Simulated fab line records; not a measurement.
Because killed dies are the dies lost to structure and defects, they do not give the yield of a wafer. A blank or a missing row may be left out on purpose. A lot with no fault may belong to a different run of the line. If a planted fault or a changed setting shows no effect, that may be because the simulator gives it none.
What tool caused it? | flow n5_finfet | 10 lots, 28 wafers sampled, at 6 steps of a route of 1938

## WHAT EACH GAUGE READ, for each wafer
N5_PASSIVATION_INSPECT_57: inspects for defects (macro). Usual: raw_defect_count at 2.3, with a standard deviation of 1.5.
lot  | measured     | on                | raw_defect_count | flag
L360 | day 13 05:32 | defect_inspect-02 | 2 3 1            |
L361 | day 13 05:54 | defect_inspect-02 | 1 3 1            |
L372 | day 16 10:28 | defect_inspect-02 | 98 107 85        | OFF
L374 | day 16 13:56 | defect_inspect-01 | 2 1 3            |
L373 | day 16 21:14 | defect_inspect-02 | 109 97 103       | OFF
L378 | day 17 06:56 | defect_inspect-01 | 5 1              |
L377 | day 17 12:22 | defect_inspect-01 | 3 2 2            |
L376 | day 17 12:39 | defect_inspect-02 | 2 5              |
L380 | day 17 17:28 | defect_inspect-02 | 1 0 3            |
L379 | day 17 18:00 | defect_inspect-01 | 3 0 3            |

## WHAT TOOL EACH LOT RAN ON (gives the tool, then ch and the chambers of the sampled wafers, and finally the start)
lot  | N5_PASSIVATION_ETCH_59            | N5_PASSIVATION_DESCUM_46           | N5_PASSIVATION_PASS_ETCH_47        | N5_PASSIVATION_STRIP_48            | N5_PASSIVATION_PROBE_49
L360 | rie_metal-01 ch 0,1, day 13 00:23 | rie_diel-04 ch 0,2,3, day 13 02:07 | rie_diel-04 ch 0,2,3, day 13 02:10 | rie_diel-04 ch 0,2,3, day 13 02:41 | prober-02, day 13 05:11
L361 | rie_metal-02 ch 0,1, day 13 00:41 | rie_diel-06 ch 1,2,3, day 13 02:30 | rie_diel-06 ch 1,2,3, day 13 02:32 | rie_diel-06 ch 1,2,3, day 13 03:03 | prober-01, day 13 05:42
L372 | rie_metal-02 ch 1, day 16 05:32   | rie_diel-06 ch 1,2, day 16 07:04   | rie_diel-06 ch 1,2, day 16 07:05   | rie_diel-06 ch 1,2, day 16 07:37   | prober-02, day 16 10:09
L374 | rie_metal-01 ch 0,1, day 16 09:18 | rie_diel-06 ch 2,3, day 16 10:31   | rie_diel-06 ch 2,3, day 16 10:34   | rie_diel-06 ch 2,3, day 16 11:04   | prober-01, day 16 13:41
L373 | rie_metal-02 ch 0,1, day 16 16:29 | rie_diel-04 ch 1,2,3, day 16 17:50 | rie_diel-04 ch 1,2,3, day 16 17:52 | rie_diel-04 ch 1,2,3, day 16 18:23 | prober-02, day 16 20:56
L378 | rie_metal-01 ch 0,1, day 17 02:11 | rie_diel-04 ch 0,3, day 17 03:34   | rie_diel-04 ch 0,3, day 17 03:41   | rie_diel-04 ch 0,3, day 17 04:07   | prober-01, day 17 06:47
L377 | rie_metal-02 ch 1, day 17 07:30   | rie_diel-01 ch 0,2,3, day 17 08:58 | rie_diel-01 ch 0,2,3, day 17 09:00 | rie_diel-01 ch 0,2,3, day 17 09:31 | prober-02, day 17 12:01
L376 | rie_metal-03 ch 0, day 17 07:36   | rie_diel-04 ch 1,3, day 17 09:15   | rie_diel-04 ch 1,3, day 17 09:17   | rie_diel-04 ch 1,3, day 17 09:49   | prober-01, day 17 12:18
L380 | rie_metal-03 ch 0,1, day 17 12:36 | rie_diel-04 ch 0,1,3, day 17 13:59 | rie_diel-04 ch 0,1,3, day 17 14:07 | rie_diel-04 ch 0,1,3, day 17 14:32 | prober-02, day 17 17:15
L379 | rie_metal-01 ch 1, day 17 13:00   | rie_diel-04 ch 0,1, day 17 14:34   | rie_diel-04 ch 0,1, day 17 14:35   | rie_diel-04 ch 0,1, day 17 15:07   | prober-02, day 17 17:38
- N5_PASSIVATION_ETCH_59: etches TaN in Cl2/BCl3, target depth 65 nm, time 34.9 s.
- N5_PASSIVATION_DESCUM_46: chemistry O2, time 7.9 s.
- N5_PASSIVATION_PASS_ETCH_47: etches SiNx in CF4/O2, target depth 770 nm, time 385 s.
- N5_PASSIVATION_STRIP_48: strips in O2.
- N5_PASSIVATION_PROBE_49

## AS READ BY THE TOOLS THEMSELVES (means over the sampled wafers that have a number; for cases with no such wafer, the mark the record gives instead)
N5_PASSIVATION_ETCH_59. Usual: drypump_motor_current_A 5.71 A, standard deviation 0.2; oes_product_au 0.74 a.u., standard deviation 0.063; throttle_valve_pct 21.06 %, standard deviation 0.17.
lot  | tool         | drypump_motor_current_A (A) | oes_product_au (a.u.) | throttle_valve_pct (%) | flag
L360 | rie_metal-01 | 5.56                        | 0.69                  | 20.84                  |
L361 | rie_metal-02 | 5.84                        | 0.72                  | 21.24                  |
L372 | rie_metal-02 | 5.86                        | 0.67                  | 21.26                  |
L374 | rie_metal-01 | 5.58                        | 0.68                  | 20.85                  |
L373 | rie_metal-02 | 5.81                        | 0.74                  | 21.27                  |
L378 | rie_metal-01 | 5.57                        | 0.67                  | 20.93                  |
L377 | rie_metal-02 | 5.86                        | 0.67                  | 21.28                  |
L376 | rie_metal-03 | 6.00                        | 0.81                  | 21.05                  |
L380 | rie_metal-03 | 5.61                        | 0.79                  | 21.03                  |
L379 | rie_metal-01 | 5.66                        | 0.67                  | 21.07                  |

N5_PASSIVATION_DESCUM_46. Usual: drypump_motor_current_A 5.8 A, standard deviation 0.34; oes_product_au 0.78 a.u., standard deviation 0.088; rf_vpp_V 242.9 V, standard deviation 1.5; showerhead_plenum_p_Torr 2.08 Torr, standard deviation 0.068; throttle_valve_pct 20.45 %, standard deviation 0.21.
lot  | tool        | drypump_motor_current_A (A) | oes_product_au (a.u.) | rf_vpp_V (V) | showerhead_plenum_p_Torr (Torr) | throttle_valve_pct (%) | flag
L360 | rie_diel-04 | 5.8                         | 0.71                  | 242.3        | 2.04                            | 20.48                  |
L361 | rie_diel-06 | 5.7                         | 0.84                  | 243.8        | 2.13                            | 20.31                  |
L372 | rie_diel-06 | 5.6                         | 0.84                  | 244.7        | 2.17                            | 20.35                  |
L374 | rie_diel-06 | 5.5                         | 0.78                  | 243.1        | 2.09                            | 20.32                  |
L373 | rie_diel-04 | 5.8                         | 0.74                  | 243.2        | 2.07                            | 20.59                  |
L378 | rie_diel-04 | 6.0                         | 0.68                  | 241.1        | 2.00                            | 20.40                  |
L377 | rie_diel-01 | 5.7                         | 0.79                  | 243.0        | 2.13                            | 20.46                  |
L376 | rie_diel-04 | 5.8                         | 0.78                  | 242.9        | 2.06                            | 20.47                  |
L380 | rie_diel-04 | 5.8                         | 0.73                  | 242.5        | 2.04                            | 20.45                  |
L379 | rie_diel-04 | 5.8                         | 0.74                  | 241.9        | 2.04                            | 20.47                  |

N5_PASSIVATION_PASS_ETCH_47. Usual: drypump_motor_current_A 5.8 A, standard deviation 0.34; oes_product_au 0.78 a.u., standard deviation 0.08; rf_vpp_V 241 V, standard deviation 3.3; showerhead_plenum_p_Torr 2.19 Torr, standard deviation 0.073; throttle_valve_pct 15.88 %, standard deviation 0.18.
lot  | tool        | drypump_motor_current_A (A) | oes_product_au (a.u.) | rf_vpp_V (V) | showerhead_plenum_p_Torr (Torr) | throttle_valve_pct (%) | flag
L360 | rie_diel-04 | 5.8                         | 0.72                  | 243          | 2.13                            | 15.87                  |
L361 | rie_diel-06 | 5.7                         | 0.82                  | 240          | 2.25                            | 15.76                  |
L372 | rie_diel-06 | 5.6                         | 0.83                  | 236          | 2.29                            | 15.81                  |
L374 | rie_diel-06 | 5.5                         | 0.77                  | 241          | 2.21                            | 15.81                  |
L373 | rie_diel-04 | 5.7                         | 0.75                  | 243          | 2.17                            | 15.98                  |
L378 | rie_diel-04 | 6.0                         | 0.69                  | 240          | 2.10                            | 15.82                  |
L377 | rie_diel-01 | 5.7                         | 0.79                  | 240          | 2.25                            | 15.92                  |
L376 | rie_diel-04 | 5.8                         | 0.78                  | 241          | 2.17                            | 15.87                  |
L380 | rie_diel-04 | 5.8                         | 0.75                  | 242          | 2.14                            | 15.85                  |
L379 | rie_diel-04 | 5.8                         | 0.75                  | 241          | 2.14                            | 15.85                  |

N5_PASSIVATION_STRIP_48. Usual: chamber_pressure_mTorr 29.99 mTorr, standard deviation 0.12; drypump_motor_current_A 5.8 A, standard deviation 0.35; oes_product_au 0.77 a.u., standard deviation 0.087; rf_vpp_V 3.4 V, standard deviation 2.3; showerhead_plenum_p_Torr 2.09 Torr, standard deviation 0.068; throttle_valve_pct 16.70 %, standard deviation 0.21.
lot  | tool        | chamber_pressure_mTorr (mTorr) | drypump_motor_current_A (A) | oes_product_au (a.u.) | rf_vpp_V (V) | showerhead_plenum_p_Torr (Torr) | throttle_valve_pct (%) | flag
L360 | rie_diel-04 | 30.02                          | 5.9                         | 0.70                  | 3.6          | 2.04                            | 16.76                  |
L361 | rie_diel-06 | 30.00                          | 5.7                         | 0.81                  | 2.3          | 2.14                            | 16.58                  |
L372 | rie_diel-06 | -                              | -                           | -                     | -            | -                               | -                      | OFF
L374 | rie_diel-06 | 29.90                          | 5.5                         | 0.77                  | 4.4          | 2.09                            | 16.59                  |
L373 | rie_diel-04 | -                              | -                           | -                     | -            | -                               | -                      | OFF
L378 | rie_diel-04 | 30.07                          | 6.0                         | 0.68                  | 2.0          | 2.00                            | 16.68                  |
L377 | rie_diel-01 | 29.98                          | 5.7                         | 0.77                  | 4.6          | 2.14                            | 16.70                  |
L376 | rie_diel-04 | 30.08                          | 5.8                         | 0.75                  | 4.3          | 2.06                            | 16.68                  |
L380 | rie_diel-04 | 30.02                          | 5.8                         | 0.74                  | 1.6          | 2.04                            | 16.73                  |
L379 | rie_diel-04 | 30.12                          | 5.8                         | 0.76                  | 4.2          | 2.05                            | 16.72                  |

N5_PASSIVATION_PROBE_49. Usual: defect_limited_yield 91.1 %, standard deviation 1.4; killed_at_M0_to_M3 32, standard deviation 9.4; killed_at_M4_up 14, standard deviation 5.1; killed_at_contacts 11, standard deviation 5.5; killed_at_front_end 44, standard deviation 13; killed_at_other 4, standard deviation 3.2; killed_dies 104, standard deviation 16; killed_open 70, standard deviation 12; killed_short 33, standard deviation 7.8; sort_bin_4_leakage 0.01 %, standard deviation 0.057; sort_bin_5_function 5.1 %, standard deviation 0.91; sort_bin_6_memory 3.4 %, standard deviation 0.63; sort_n_pass 1075, standard deviation 16; sort_yield_pct 91.2 %, standard deviation 1.4.
lot  | tool      | defect_limited_yield (%) | killed_at_M0_to_M3 | killed_at_M4_up | killed_at_contacts | killed_at_front_end | killed_at_other | killed_dies | killed_open | killed_short | sort_bin_4_leakage (%) | sort_bin_5_function (%) | sort_bin_6_memory (%) | sort_n_pass | sort_yield_pct (%) | flag
L360 | prober-02 | 90.8                     | 30                 | 11              | 13                 | 48                  | 6               | 109         | 63          | 45           | 0.00                   | 5.2                     | 3.6                   | 1071        | 90.8               |
L361 | prober-01 | 92.4                     | 31                 | 8               | 12                 | 37                  | 3               | 90          | 62          | 27           | 0.00                   | 4.3                     | 3.1                   | 1090        | 92.4               |
L372 | prober-02 | 91.0                     | 32                 | 9               | 13                 | 47                  | 4               | 106         | 74          | 31           | 0.00                   | 5.3                     | 3.4                   | 1074        | 91.0               |
L374 | prober-01 | 90.9                     | 37                 | 14              | 13                 | 42                  | 1               | 107         | 76          | 31           | 0.00                   | 5.4                     | 3.3                   | 1073        | 90.9               |
L373 | prober-02 | 90.7                     | 40                 | 15              | 11                 | 36                  | 7               | 109         | 71          | 36           | 0.00                   | 5.4                     | 3.6                   | 1071        | 90.7               |
L378 | prober-01 | 91.0                     | 19                 | 10              | 10                 | 66                  | 2               | 107         | 64          | 34           | 0.34                   | 5.6                     | 3.0                   | 1069        | 90.6               | OFF
L377 | prober-02 | 90.6                     | 44                 | 9               | 15                 | 42                  | 1               | 111         | 71          | 40           | 0.00                   | 5.6                     | 3.4                   | 1069        | 90.6               |
L376 | prober-01 | 90.6                     | 21                 | 19              | 6                  | 56                  | 9               | 111         | 75          | 36           | 0.00                   | 5.2                     | 4.0                   | 1069        | 90.6               |
L380 | prober-02 | 90.0                     | 40                 | 20              | 7                  | 49                  | 3               | 119         | 90          | 27           | 0.00                   | 5.9                     | 3.8                   | 1061        | 90.0               |
L379 | prober-02 | 92.0                     | 29                 | 10              | 7                  | 46                  | 4               | 95          | 63          | 30           | 0.00                   | 4.7                     | 3.2                   | 1085        | 92.0               |

## THE ANSWER, worked out from the rows above alone
Rule: a lot counts as off when the mean over its wafers that have a number is more than 3 standard deviations away from the usual mean. Also off: a lot with no number at a reading for which 4 or more lots have one. All remaining lots with rows at the step are treated as sound. The gauges are gone through in route order, then the tools' own readings, and for those a lot's mean is taken as printed above. At the first step where some lot is off, the reading lying furthest off is the one used; lots without a number count as furthest.
Off: L372, L373, at N5_PASSIVATION_INSPECT_57 (raw_defect_count).
A tool fits if, at a process step before that reading, it ran every lot that is off, and no sound lot after the first of them. Not tried: the gauges at N5_PASSIVATION_INSPECT_57; whatever is off there is also off at N5_PASSIVATION_STRIP_48, on other tools, and gauge error can't account for it. Not one of the candidates tried fits.

## WHAT THE SIMULATOR HAD PUT IN
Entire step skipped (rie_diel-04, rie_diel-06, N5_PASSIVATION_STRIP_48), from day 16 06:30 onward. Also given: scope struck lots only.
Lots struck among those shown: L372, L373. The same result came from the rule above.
